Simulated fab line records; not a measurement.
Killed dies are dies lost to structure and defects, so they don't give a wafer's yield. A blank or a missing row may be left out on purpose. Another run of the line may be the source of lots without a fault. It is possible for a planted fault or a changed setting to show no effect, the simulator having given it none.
fab line records	flow n5_finfet
[record] lots = 5	wafers = 14	last_day = 17
route steps=1938 shown FIN_CUT@164 BEOL_M4@1111 PASSIVATION@1936
lots with no fault: from the same line, run without faults
start_h: start of the lot's first displayed wafer, in hours after the record's first day	wait_h: hours elapsed since this lot's preceding step	" unchanged from the row above	L1.1+2: several wafers, shown together as one row	- no value, or no start given	* or withheld: withheld	< > ~ a bound
route shown NAME@n: a module of which the file shows steps, and the number in the route of the first	usual: mean/standard deviation of fault-free wafers	same: alike in all rows	chamber/n: place in a boat	sites: readings site by site	_std_site: the values' standard deviation	_edge_site: the outer-site mean with the inner-site mean subtracted	radius_mm: for every site, how far away it sits from the centre of the wafer	mask NAME#n: copy n	behind: tool/chamber where the wafer was last shaped	hold: reason for holding the lot/hours on hold/outcome of the hold	device: transistor that didn't switch, given as n, p or np	end of line: tests run on the same wafers once the route is complete	a step with no rows: only its recipe	killed: at the first sort, the dies lost to defects and structure; wafer yield is something else	map: the dies of a wafer, with x for killed, . for not killed, _ for no die there
set.NAME: the setting that was run; set.NAME@STEP: the one run at that earlier step	model.NAME: the simulator's own value behind a step, which no gauge read
a table for each step, a row for each wafer; lots at some steps of the route
services: from which hour (start_h, from the record's first day; less than 0 if before it) a tool's chamber was out of use, for how many hours, and why
[[steps]]
[step N5_FIN_CUT_OVL_MEAS_09]
[recipe] points_per_wafer = 522
[usual] FIN_CUT_OVL = -0.1/0.73
lot.wafer	tool	chamber	start_h	wait_h	FIN_CUT_OVL[nm]
L251.1	overlay-01	0	45.15	0.0	0.5
L251.2	"	0	"	"	-0.3
L251.5	"	0	"	"	0.3
L261.1	overlay-02	0	106.40	0.0	-0.4
L261.2	"	0	"	"	-0.6
L261.4	"	0	"	"	0.0
L263.1	overlay-01	0	121.39	0.0	0.4
L263.2	"	0	"	"	0.1
L263.4	"	0	"	"	0.9
L267.1	overlay-02	0	142.04	0.0	-0.3
L267.5	"	0	"	"	0.3
L267.6	"	0	"	"	-0.5
L268.3	overlay-02	0	147.07	0.0	-0.7
L268.6	"	0	"	"	0.1
[step N5_FIN_CUT_INSPECT_10]
[recipe] mode = adi	inspect_instrument = brightfield
[usual] raw_defect_count = 42/12
lot.wafer	tool	chamber	start_h	wait_h	raw_defect_count
L251.1	defect_inspect-01	-	45.21	0.1	52
L251.2	"	-	"	"	50
L251.5	"	-	"	"	35
L261.1	defect_inspect-02	-	106.45	0.1	51
L261.2	"	-	"	"	60
L261.4	"	-	"	"	65
L263.1	defect_inspect-01	-	121.45	0.1	39
L263.2	"	-	"	"	38
L263.4	"	-	"	"	38
L267.1	defect_inspect-01	-	142.10	0.1	40
L267.5	"	-	"	"	46
L267.6	"	-	"	"	41
L268.3	defect_inspect-02	-	147.11	0.0	60
L268.6	"	-	"	"	47
[step N5_FIN_CUT_DESCUM_13]
[recipe] chemistry = O2	time_s = 7	source_power_w = 50	bias_power_w = 20	pressure_mtorr = 20	rf_frequency_hz = 2.712e+07	temp_c = 40	resist = CAR-EUV	o2_flow_sccm = 225
[step N5_FIN_CUT_ETCH_30]
[recipe] chemistry = N2/H2	target = underlayer	target_depth_a = 130	mask_material = CAR-EUV	time_s = 10.4	ion_energy_ev = 200	pressure_mtorr = 30	source_w = 840	bias_w = 150	n2_flow_sccm = 200	h2_flow_sccm = 200	ends = cleared
[step N5_FIN_CUT_ETCH_20]
[recipe] chemistry = CF4	target = SiARC	target_depth_a = 260	mask_material = CAR-EUV	time_s = 43.3	ion_energy_ev = 80	pressure_mtorr = 40	source_w = 545	bias_w = 36	Ar_flow_sccm = 100	cf4_flow_sccm = 100	ends = cleared
[step N5_FIN_CUT_ETCH_21]
[recipe] chemistry = N2/H2	target = SOC	target_depth_a = 2190	overetch_a = 438	mask_material = SiARC	temp_c = 40	ion_energy_ev = 100	bias_w = 61	time_s = 523.5	pressure_mtorr = 30	source_w = 850	n2_flow_sccm = 200	h2_flow_sccm = 200
[usual] bias_w = 61.00/0.18	drypump_motor_current_A = 5.7/0.41	oes_product_au = 0.69/0.063	rf_vpp_V = 241.3/1.4	showerhead_plenum_p_Torr = 2.59/0.095	throttle_valve_pct = 17.99/0.24
lot.wafer	tool	chamber	start_h	wait_h	bias_w	drypump_motor_current_A	oes_product_au	rf_hours_counter_h	rf_vpp_V	showerhead_plenum_p_Torr	throttle_valve_pct
L251.1	rie_diel-02	2	45.33	0.0	60.75	5.7	0.63	249	239.4	2.41	18.40
L251.2	"	3	"	"	61.16	6.3	0.74	90	238.3	2.35	17.87
L251.5	"	0	"	"	60.68	5.7	0.71	-	242.0	2.69	18.30
L261.1	rie_diel-02	1	106.58	0.0	61.29	5.8	0.68	152	240.2	2.54	17.70
L261.2	"	3	"	"	61.11	6.3	0.72	107	238.0	2.35	17.91
L261.4	"	0	"	"	60.63	5.7	0.69	154	241.6	2.68	18.34
L263.1	rie_diel-01	2	121.62	0.0	61.14	5.5	0.68	189	243.1	2.62	17.94
L263.2	"	3	"	"	60.66	6.4	0.63	245	242.1	2.62	17.87
L263.4	"	2	"	"	60.98	5.5	0.69	-	241.1	2.62	17.91
L267.1	rie_diel-02	1	142.22	0.0	61.04	5.8	0.68	163	240.1	2.53	17.71
L267.5	"	3	"	"	60.86	6.3	0.70	-	237.8	2.34	17.90
L267.6	"	2	"	"	60.97	5.7	0.85	-	243.5	2.72	17.97
L268.3	rie_diel-06	1	147.24	0.0	61.00	5.2	0.77	57	242.0	2.67	17.93
L268.6	"	2	"	"	61.06	6.2	0.64	-	242.9	2.63	17.73
[step N5_FIN_CUT_STRIP_23]
[recipe] chemistry = N2/H2	temp_c = 40	n2_flow_sccm = 200	h2_flow_sccm = 200	rf_frequency_hz = 6e+07
[step N5_FIN_CUT_STRIP_31]
[recipe] chemistry = N2/H2	temp_c = 40	n2_flow_sccm = 200	h2_flow_sccm = 200	rf_frequency_hz = 6e+07
[step N5_FIN_CUT_STRIP_24]
[recipe] chemistry = CF4	resist = SiARC	power_w = 300	bias_power_w = 75	pressure_mtorr = 50	cf4_flow_sccm = 150	rf_frequency_hz = 6e+07
[usual] drypump_motor_current_A = 5.7/0.41	oes_product_au = 0.74/0.067	rf_vpp_V = 271.7/1.5	showerhead_plenum_p_Torr = 1.82/0.067	throttle_valve_pct = 13.69/0.16
lot.wafer	tool	chamber	start_h	wait_h	drypump_motor_current_A	oes_product_au	rf_hours_counter_h	rf_vpp_V	showerhead_plenum_p_Torr	throttle_valve_pct
L251.1	rie_diel-02	2	45.66	0.0	5.7	0.68	249	270.1	1.70	13.93
L251.2	"	3	"	"	6.3	0.79	90	269.8	1.66	13.50
L251.5	"	0	"	"	5.7	0.77	-	272.4	1.87	13.81
L261.1	rie_diel-02	1	106.90	0.0	5.8	0.73	152	270.5	1.79	13.53
L261.2	"	3	"	"	6.3	0.77	107	268.4	1.65	13.52
L261.4	"	0	"	"	5.7	0.74	154	273.5	1.87	13.86
L263.1	rie_diel-01	2	122.11	0.0	5.5	0.73	189	273.0	1.85	13.76
L263.2	"	3	"	"	6.4	0.69	245	271.5	1.85	13.63
L263.4	"	2	"	"	5.5	0.73	-	272.8	1.85	13.75
L267.1	rie_diel-02	1	142.55	0.0	5.8	0.72	163	271.3	1.79	13.56
L267.5	"	3	"	"	6.3	0.76	-	268.9	1.65	13.56
L267.6	"	2	"	"	5.7	0.92	-	275.6	1.90	13.40
L268.3	rie_diel-06	1	147.56	0.0	5.2	0.82	57	273.0	1.90	13.73
L268.6	"	2	"	"	6.2	0.69	-	272.9	1.87	13.53
[step N5_FIN_CUT_CUT_ETCH_26]
[recipe] chemistry = CH3F/O2	target = SiNx	target_depth_a = 390	mask_material = SOC	time_s = 55.7	pressure_mtorr = 30	source_w = 395	bias_w = 73	Ar_flow_sccm = 150	CH3F_flow_sccm = 30	O2_flow_sccm = 20	ion_energy_ev = 120
[step N5_FIN_CUT_CUT_ETCH_27]
[recipe] chemistry = CHF3/O2	target = SiO2	target_depth_a = 40	mask_material = SOC	overetch_a = 20	time_s = 4.9	pressure_mtorr = 30	source_w = 650	bias_w = 170	Ar_flow_sccm = 200	CHF3_flow_sccm = 50	O2_flow_sccm = 5	ion_energy_ev = 200
[usual] bias_w = 170.0/0.55	drypump_motor_current_A = 5.7/0.41	mfc_ar_sccm = 199.9/0.6	oes_product_au = 0.60/0.054	rf_vpp_V = 524/13	showerhead_plenum_p_Torr = 2.44/0.085	throttle_valve_pct = 18.90/0.2
lot.wafer	tool	chamber	start_h	wait_h	bias_w	drypump_motor_current_A	mfc_ar_sccm	oes_product_au	rf_hours_counter_h	rf_vpp_V	showerhead_plenum_p_Torr	throttle_valve_pct
L251.1	rie_diel-02	2	45.72	0.0	169.8	5.8	201.5	0.54	250	512	2.28	19.17
L251.2	"	3	"	"	170.2	6.3	200.1	0.63	90	529	2.23	18.83
L251.5	"	0	"	"	169.7	5.7	199.7	0.61	-	543	2.50	18.97
L261.1	rie_diel-02	1	106.97	0.0	169.0	5.8	200.7	0.59	152	516	2.42	18.81
L261.2	"	3	"	"	170.4	6.3	199.9	0.62	107	529	2.23	18.83
L261.4	"	0	"	"	170.2	5.7	200.4	0.60	154	545	2.49	19.01
L263.1	rie_diel-01	2	122.21	0.0	169.1	5.5	200.3	0.59	189	517	2.51	19.07
L263.2	"	3	"	"	169.7	6.4	200.1	0.55	245	523	2.45	18.63
L263.4	"	2	"	"	169.3	5.5	200.1	0.59	-	517	2.51	19.05
L267.1	rie_diel-02	1	142.61	0.0	170.0	5.8	199.6	0.58	163	516	2.41	18.85
L267.5	"	3	"	"	169.9	6.3	198.3	0.61	-	528	2.22	18.86
L267.6	"	2	"	"	169.7	5.8	200.1	0.74	-	519	2.56	18.79
L268.3	rie_diel-06	1	147.63	0.0	169.5	5.2	200.8	0.65	57	539	2.53	18.95
L268.6	"	2	"	"	170.4	6.2	200.4	0.54	-	521	2.46	18.53
[step N5_FIN_CUT_PRECLEAN_35]
[recipe] time_s = 13.3	temp_c = 45	pressure_torr = 125	p_hf_torr = 3	p_coreactant_torr = 25	chemistry = vHF
[usual] drypump_motor_current_A = 5.9/0.31
lot.wafer	tool	chamber	start_h	wait_h	drypump_motor_current_A
L251.1	vapor_etch-01	1	45.79	0.0	5.8
L251.2	"	0	"	"	5.5
L251.5	"	1	"	"	5.8
L261.1	vapor_etch-01	0	107.04	0.0	5.5
L261.2	"	1	"	"	5.8
L261.4	"	0	"	"	5.5
L263.1	vapor_etch-01	1	122.30	0.1	5.8
L263.2	"	0	"	"	5.5
L263.4	"	1	"	"	5.8
L267.1	vapor_etch-02	0	142.68	0.0	6.4
L267.5	"	1	"	"	5.9
L267.6	"	0	"	"	6.4
L268.3	vapor_etch-01	0	147.72	0.1	5.5
L268.6	"	1	"	"	5.8
[step N5_FIN_CUT_CUT_ETCH_15]
[recipe] chemistry = HBr/Cl2/O2	target = Si	target_depth_a = 1000	bt_time_s = 10	mask_material = SOC	time_s = 42.4	ion_energy_ev = *	bias_w = *	pressure_mtorr = 10	icp_w = 800	HBr_flow_sccm = 150	Cl2_flow_sccm = 80	O2_flow_sccm = 12
[usual] bias_w = *	drypump_motor_current_A = 5.7/0.36	oes_product_au = 0.996/0.015	throttle_valve_pct = 37.4/0.35
lot.wafer	tool	chamber	start_h	wait_h	bias_w	drypump_motor_current_A	oes_product_au	rf_hours_counter_h	throttle_valve_pct
L251.1	rie_si-04	2	45.87	0.1	*	5.9	0.989	98	37.3
L251.2	"	0	"	"	*	6.1	0.998	99	37.2
L251.5	"	3	"	"	*	5.5	0.980	-	37.9
L261.1	rie_si-01	1	107.12	0.1	*	5.7	1.013	106	37.8
L261.2	"	0	"	"	*	5.1	0.989	7	37.1
L261.4	"	3	"	"	*	5.5	0.996	154	37.8
L263.1	rie_si-04	2	122.38	0.1	*	5.8	0.982	99	37.3
L263.2	"	1	"	"	*	5.3	1.024	161	37.5
L263.4	"	3	"	"	*	5.4	0.977	31	37.9
L267.1	rie_si-01	3	142.76	0.1	*	5.4	0.995	155	37.8
L267.5	"	1	"	"	*	5.7	1.007	-	37.8
L267.6	"	0	"	"	*	5.1	0.996	-	37.1
L268.3	rie_si-03	0	147.78	0.0	*	5.9	1.006	79	37.1
L268.6	"	0	"	"	*	5.9	1.008	-	37.1
[step N5_FIN_CUT_CUT_ETCH_28]
[recipe] chemistry = HBr/Cl2/O2	target = Si	target_depth_a = 60	mask_material = SOC	time_s = 2.4	ion_energy_ev = *	bias_w = *	pressure_mtorr = 10	icp_w = 800	HBr_flow_sccm = 150	Cl2_flow_sccm = 80	O2_flow_sccm = 12
[usual] bias_w = *	drypump_motor_current_A = 5.7/0.36	oes_product_au = 0.997/0.015	throttle_valve_pct = 37.4/0.35
lot.wafer	tool	chamber	start_h	wait_h	bias_w	drypump_motor_current_A	oes_product_au	rf_hours_counter_h	throttle_valve_pct
L251.1	rie_si-04	2	45.93	0.0	*	5.8	0.992	98	37.4
L251.2	"	0	"	"	*	6.1	0.998	99	37.2
L251.5	"	3	"	"	*	5.4	0.979	-	37.9
L261.1	rie_si-01	1	107.17	0.0	*	5.7	0.998	106	37.8
L261.2	"	0	"	"	*	5.1	0.990	7	37.1
L261.4	"	3	"	"	*	5.5	1.002	154	37.8
L263.1	rie_si-04	2	122.44	0.0	*	5.8	0.985	99	37.3
L263.2	"	1	"	"	*	5.3	1.020	161	37.5
L263.4	"	3	"	"	*	5.4	0.985	31	37.9
L267.1	rie_si-01	3	142.82	0.0	*	5.5	0.994	155	37.8
L267.5	"	1	"	"	*	5.7	1.004	-	37.8
L267.6	"	0	"	"	*	5.1	0.996	-	37.1
L268.3	rie_si-03	0	147.83	0.0	*	5.9	1.014	79	37.1
L268.6	"	0	"	"	*	5.9	1.012	-	37.1
[step N5_BEOL_M4_RC_MEAS_101]
[usual] DIBL_N = 36.2/2.4	DIBL_P = 36.2/2.6	IOFF_N = 0.16/0.045	IOFF_P = 0.21/0.046	ION_N = 674/17	ION_P = 463/11	SS_N = 71.5/0.77	SS_P = 73.1/0.76	VT_N = 250/3.9	VT_P = -250/3.9
lot.wafer	tool	chamber	start_h	wait_h	DIBL_N[mV/V]	DIBL_P[mV/V]	IOFF_N[nA/um]	IOFF_P[nA/um]	ION_N[uA/um]	ION_P[uA/um]	SS_N[mV/dec]	SS_P[mV/dec]	VT_N[mV]	VT_P[mV]
L251.1	prober-01	0	178.63	0.0	38.9	40.6	0.21	0.28	698	477	72.1	74.6	247	-247
L251.2	"	0	"	"	40.5	41.5	0.31	0.33	690	467	73.4	74.5	242	-244
L251.5	"	0	"	"	41.3	43.8	0.30	0.38	712	488	73.2	74.9	242	-243
L261.1	prober-01	0	251.46	0.0	36.2	35.5	0.18	0.24	696	482	71.6	73.2	245	-246
L261.2	"	0	"	"	34.5	33.3	0.13	0.19	673	472	71.2	72.9	254	-251
L261.4	"	0	"	"	37.4	38.0	0.20	0.28	706	487	71.2	73.7	248	-243
L263.1	prober-01	0	257.21	0.0	36.0	37.3	0.17	0.20	686	468	71.7	73.6	249	-251
L263.2	"	0	"	"	36.3	37.7	0.18	0.22	674	458	72.0	73.1	248	-251
L263.4	"	0	"	"	33.8	34.3	0.12	0.16	655	454	71.3	73.0	255	-255
L267.1	prober-01	0	292.08	0.0	36.8	34.6	0.17	0.21	655	453	72.6	72.8	252	-250
L267.5	"	0	"	"	36.9	37.5	0.18	0.25	694	483	71.2	73.4	248	-246
L267.6	"	0	"	"	38.8	38.0	0.24	0.25	682	459	73.1	74.0	245	-246
L268.3	prober-02	0	294.65	0.3	33.9	33.7	0.14	0.17	694	471	70.7	73.0	246	-252
L268.6	"	0	"	"	34.7	35.6	0.15	0.19	697	473	71.7	72.7	247	-250
[step N5_PASSIVATION_PROBE_49]
[usual] defect_limited_yield = 91.2/1.4	killed_at_M0_to_M3 = 33/9.5	killed_at_M4_up = 13/4.7	killed_at_contacts = 11/5.3	killed_at_front_end = 42/12	killed_at_other = 5/3.3	killed_dies = 104/17	killed_open = 67/12	killed_short = 33/7.7	sort_bin_4_leakage = 0.01/0.058	sort_bin_5_function = 5.1/0.94	sort_bin_6_memory = 3.3/0.67	sort_n_pass = 1074/24	sort_yield_pct = 91.1/2
[same] gross_dies = 1180	killed_at_back_side = 0	sort_bin_8_speed[%] = 0
lot.wafer	tool	chamber	start_h	wait_h	defect_limited_yield[%]	killed_at_M0_to_M3	killed_at_M4_up	killed_at_contacts	killed_at_front_end	killed_at_other	killed_dies	killed_open	killed_short	sort_bin_4_leakage[%]	sort_bin_5_function[%]	sort_bin_6_memory[%]	sort_n_pass	sort_yield_pct[%]
L261.1	prober-01	-	379.38	1.3	92.8	26	15	7	30	7	85	58	26	0	4.2	2.9	1095	92.8
L261.2	prober-01	-	379.43	1.4	91.8	30	15	11	31	10	97	63	30	0	4.6	3.3	1083	91.8
L261.4	prober-01	-	379.53	1.5	88.1	29	21	9	65	17	141	86	48	0	6.4	4.3	1039	88.1
L263.1	prober-02	-	388.04	0.0	92.5	22	15	5	44	2	88	56	25	0	4.0	2.6	1092	92.5
L263.2	prober-02	-	388.09	0.1	92.4	36	10	3	33	8	90	57	31	0	4.3	3.1	1090	92.4
L263.4	prober-02	-	388.19	0.2	91.2	19	16	9	40	20	104	59	42	0	4.5	3.7	1076	91.2
L267.6	prober-01	-	399.12	0.3	92.7	35	9	8	26	8	86	55	31	0	4.2	2.8	1094	92.7
L268.6	prober-02	-	407.14	0.3	92.5	32	14	8	31	4	89	62	25	0	4.7	2.8	1091	92.5
// killed by level:class
L261.1 FIN_SAQP:geometric_particle:open=9 BEOL_M4:geometric_particle:open=9 STI_FIN_REVEAL:geometric_particle:open=8 BEOL_M0_SAQP:geometric_particle:short=8 BEOL_M2:geometric_particle:open=7 MOL_CONTACT_COAG:geometric_particle:open=6 FIN_SAQP:geometric_particle:short=4 DUMMY_GATE:geometric_particle:open=3
L261.2 FIN_SAQP:geometric_particle:open=10 MOL_CONTACT_COAG:geometric_particle:open=10 FIN_SAQP:geometric_particle:short=7 BEOL_M0_SAQP:geometric_particle:short=6 BEOL_M1:geometric_particle:open=6 BEOL_M5:geometric_particle:open=5 BEOL_M0_SAQP:geometric_particle:open=4 BEOL_M0:geometric_particle:open=4
L261.4 FIN_SAQP:geometric_particle:open=17 BEOL_M3:geometric_particle:open=13 FIN_SAQP:geometric_particle:short=8 STI_FIN_REVEAL:geometric_particle:open=8 MOL_CONTACT_COAG:geometric_particle:open=8 HKMG_FIN:area_etch=6 BEOL_M5:geometric_particle:open=5 BEOL_M4:geometric_particle:open=5
L263.1 BEOL_M4:geometric_particle:open=9 HKMG_FIN:area_etch=7 STI_FIN_REVEAL:geometric_particle:open=6 BEOL_M0_SAQP:geometric_particle:short=6 BEOL_M3:geometric_particle:open=6 STARTING-WAFER:geometric_particle:open=5 DUMMY_GATE:geometric_particle:open=5 MOL_CONTACT_COAG:geometric_particle:open=5
L263.2 BEOL_M2:geometric_particle:open=11 BEOL_M1:geometric_particle:open=7 GATE_CUT:geometric_particle:short=6 BEOL_M0_SAQP:geometric_particle:short=6 BEOL_M4:geometric_particle:open=5 STARTING-WAFER:geometric_particle:open=5 FIN_SAQP:geometric_particle:open=4 BEOL_M0_SAQP:geometric_particle:open=4
L263.4 FIN_SAQP:geometric_particle:open=11 PASS1_CAP:geometric_particle:open=9 GATE_CUT:geometric_particle:short=8 MOL_CONTACT_COAG:geometric_particle:open=6 FIN_SAQP:geometric_particle:short=5 STI_FIN_REVEAL:geometric_particle:open=5 BEOL_M4:geometric_particle:open=4 BEOL_M1:geometric_particle:open=4
L267.6 BEOL_M3:geometric_particle:open=11 STI_FIN_REVEAL:geometric_particle:open=7 BEOL_M0_SAQP:geometric_particle:open=7 MOL_CONTACT_COAG:geometric_particle:open=6 FIN_SAQP:geometric_particle:short=5 BEOL_M0_SAQP:geometric_particle:short=5 BEOL_M1:geometric_particle:open=4 BEOL_M2:geometric_particle:open=4
L268.6 BEOL_M2:geometric_particle:open=9 BEOL_M3:geometric_particle:open=8 MOL_CONTACT_COAG:geometric_particle:open=7 BEOL_M1:geometric_particle:open=7 DUMMY_GATE:geometric_particle:open=5 BEOL_M4:geometric_particle:open=5 STI_FIN_REVEAL:geometric_particle:open=4 GATE_CUT:geometric_particle:open=4
[[services]]
tool	chamber	start_h	hours	kind
rie_diel-06	3	28.21	5.1	repair
rie_diel-01	1	38.58	10.4	repair
rie_diel-02	2	50.50	-	clean
rie_diel-02	2	50.50	-	consumable_replace:focus_ring
rie_diel-02	2	50.50	-	consumable_replace:showerhead
rie_diel-02	2	50.50	26.3	scheduled_down
rie_diel-02	2	50.50	26.3	vent_cycle
vapor_etch-02	-	55.57	2.8	pm
rie_si-04	3	60.45	3.7	repair
rie_diel-06	3	62.83	13.2	repair
rie_si-04	2	77.20	14.7	repair
rie_diel-01	1	109.26	19.6	repair
rie_si-03	-	119.28	4.0	pm
rie_diel-01	0	121.21	7.5	repair
rie_diel-06	0	123.19	-	clean
rie_diel-06	0	123.19	-	consumable_replace:focus_ring
rie_diel-06	0	123.19	19.6	scheduled_down
rie_diel-06	0	123.19	19.6	vent_cycle
rie_si-03	1	124.48	-	clean
rie_si-03	1	124.48	14.1	scheduled_down
rie_si-03	1	124.48	14.1	vent_cycle
[[key]]
[first_sign] step = N5_FIN_CUT_CUT_ETCH_15	reading = bias_w	direction = down	sigmas = 19	usual = *	struck = *
effect none on later readings
met_at N5_FIN_CUT_CUT_ETCH_15
struck_wafers L251.2
[fault] kind = process_parameter_drift	tool = rie_si-04	chamber = 0	onset_h = 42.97	steps = N5_FIN_CUT_CUT_ETCH_15	channel = bias_w	offset = *	shape = step	end_h = 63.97	acts_in = *	stated = *
